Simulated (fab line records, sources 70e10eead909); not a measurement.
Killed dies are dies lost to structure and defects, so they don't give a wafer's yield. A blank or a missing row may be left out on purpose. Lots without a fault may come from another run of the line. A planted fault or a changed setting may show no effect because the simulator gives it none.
Chamber matching | flow nand_harc | NHARC_A_STAIRCASE_TRIM_220 on rie_diel-01: 4 sister chambers
The step chemistry O2, time 211.2 s. 22 wafers are shown with their chamber, then 11 later ones without.

WAFERS WITH THEIR CHAMBER
wafer  | chamber | drypump_motor_current_A (A) | showerhead_plenum_p_Torr (Torr) | throttle_valve_pct (%)
L078.1 | 2       | 6.3                         | 3.47                            | 17.049
L078.2 | 0       | 6.2                         | 3.63                            | 17.045
L078.3 | 1       | 5.1                         | 3.70                            | 17.049
L078.4 | 3       | 5.7                         | 3.55                            | 17.048
L078.5 | 2       | 6.3                         | 3.47                            | 17.026
L078.6 | 1       | 5.1                         | 3.70                            | 17.029
L080.2 | 3       | 5.7                         | 3.55                            | 17.059
L080.3 | 1       | 5.1                         | 3.70                            | 17.036
L080.6 | 1       | 5.1                         | 3.70                            | 17.038
L080.1 | 0       | 6.2                         | 3.62                            | 17.029
L080.4 | 2       | 6.3                         | 3.47                            | 17.030
L080.5 | 2       | 6.3                         | 3.47                            | 17.035
L081.1 | 1       | 5.1                         | 3.70                            | 17.027
L081.3 | 2       | 6.3                         | 3.47                            | 17.028
L081.4 | 0       | 6.2                         | 3.63                            | 17.048
L082.3 | 1       | 5.1                         | 3.70                            | 17.019
L082.4 | 2       | 6.3                         | 3.46                            | 17.034
L082.6 | 1       | 5.1                         | 3.70                            | 17.037
L087.3 | 2       | 6.3                         | 3.46                            | 17.028
L087.4 | 1       | 5.0                         | 3.69                            | 17.041
L087.5 | 1       | 5.1                         | 3.69                            | 17.047
L086.1 | 2       | 6.3                         | 3.46                            | 17.045

SIGNATURES (means of the wafers above)
reading                  | chamber 0 | chamber 1 | chamber 2 | chamber 3 | scatter within a chamber
drypump_motor_current_A  | 6.200     | 5.089     | 6.300     | 5.700     | 0.0222
showerhead_plenum_p_Torr | 3.6267    | 3.6978    | 3.4663    | 3.5500    | 0.00477
throttle_valve_pct       | 17.04067  | 17.03589  | 17.03438  | 17.05350  | 0.00915
Rule: a wafer's distance from a chamber is the root of the sum, over the readings, of the square of ((its reading less the chamber's mean) divided by the reading's scatter). The wafer belongs to the nearest chamber; if the next one is less than 2 further off, it can't be placed. The scatter: the root of (the sum of the squares of (reading less its chamber's mean) over the shown wafers, divided by (wafers less chambers)).

WAFERS WITHOUT THEIR CHAMBER
wafer  | drypump_motor_current_A (A) | showerhead_plenum_p_Torr (Torr) | throttle_valve_pct (%)
L086.4 | 6.2                         | 3.62                            | 17.049
L086.6 | 5.7                         | 3.54                            | 17.013
L089.1 | 6.3                         | 3.46                            | 17.044
L089.2 | 5.7                         | 3.54                            | 17.046
L089.4 | 5.1                         | 3.69                            | 17.033
L093.1 | 5.1                         | 3.69                            | 17.033
L093.2 | 5.7                         | 3.54                            | 17.033
L093.3 | 6.3                         | 3.45                            | 17.045
L095.1 | 5.7                         | 3.53                            | 17.037
L095.2 | 6.3                         | 3.45                            | 17.030
L095.3 | 5.1                         | 3.68                            | 17.034

WHICH CHAMBER EACH WENT THROUGH
wafer  | from the rows above | in truth
L086.4 | 0                   | 0
L086.6 | 3                   | 3
L089.1 | 2                   | 2
L089.2 | 3                   | 3
L089.4 | 1                   | 1
L093.1 | 1                   | 1
L093.2 | 3                   | 3
L093.3 | 2                   | 2
L095.1 | 3                   | 3
L095.2 | 2                   | 2
L095.3 | 1                   | 1
Placed correctly: 11 of 11. Can't be placed from these rows: 0. Placed wrongly: 0.
